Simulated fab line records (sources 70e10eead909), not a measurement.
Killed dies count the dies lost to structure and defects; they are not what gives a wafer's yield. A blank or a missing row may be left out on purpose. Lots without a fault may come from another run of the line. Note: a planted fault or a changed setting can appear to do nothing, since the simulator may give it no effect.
Chamber matching || flow nand_harc || NHARC_A_STAIRCASE_CMP_152 on cmp-01: 4 sister chambers
The step polishes. 7 wafers are shown with their chamber, then 7 later ones without.

## EACH WAFER AND ITS CHAMBER
{"wafer": "L085.1", "chamber": 3, "motor_current_A (A)": 12.1}
{"wafer": "L085.4", "chamber": 2, "motor_current_A (A)": 11.9}
{"wafer": "L084.1", "chamber": 2, "motor_current_A (A)": 11.6}
{"wafer": "L084.2", "chamber": 1, "motor_current_A (A)": 10.9}
{"wafer": "L084.6", "chamber": 0, "motor_current_A (A)": 12.8}
{"wafer": "L090.2", "chamber": 0, "motor_current_A (A)": 11.9}
{"wafer": "L090.3", "chamber": 1, "motor_current_A (A)": 11.1}

## WAFERS WITHOUT THEIR CHAMBER
{"wafer": "L090.6", "motor_current_A (A)": 11.1}
{"wafer": "L094.1", "motor_current_A (A)": 12.1}
{"wafer": "L094.5", "motor_current_A (A)": 11.7}
{"wafer": "L094.6", "motor_current_A (A)": 12.2}
{"wafer": "L096.1", "motor_current_A (A)": 12.5}
{"wafer": "L096.5", "motor_current_A (A)": 12.4}
{"wafer": "L096.6", "motor_current_A (A)": 11.8}

## WHICH CHAMBER EACH WENT THROUGH
{"wafer": "L090.6", "from the rows above": "can't be placed: 1 or 2", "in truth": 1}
{"wafer": "L094.1", "from the rows above": "can't be placed: 3 or 0 or 2", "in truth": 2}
{"wafer": "L094.5", "from the rows above": "can't be placed: 2 or 3 or 0 or 1", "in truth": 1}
{"wafer": "L094.6", "from the rows above": "can't be placed: 3 or 0 or 2", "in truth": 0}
{"wafer": "L096.1", "from the rows above": "can't be placed: 0 or 3 or 2", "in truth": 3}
{"wafer": "L096.5", "from the rows above": "can't be placed: 0 or 3 or 2", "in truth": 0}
{"wafer": "L096.6", "from the rows above": "can't be placed: 2 or 3 or 0 or 1", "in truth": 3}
0 of 7 placed correctly. Can't be placed from these rows: 7 (the true chamber is among the candidates in 7). 0 placed wrongly.
How it was worked out, from the rows above alone: a wafer's distance from a chamber is the root of the sum, over the readings, of the square of ((its reading less the chamber's mean) divided by the reading's scatter). The wafer belongs to the nearest chamber; if the next one is less than 2 further off, it can't be placed. A chamber's mean is the mean of its shown wafers. The scatter: take each reading less its chamber's mean, square it, sum over the shown wafers, divide by the number of wafers less the number of chambers, and take the root.
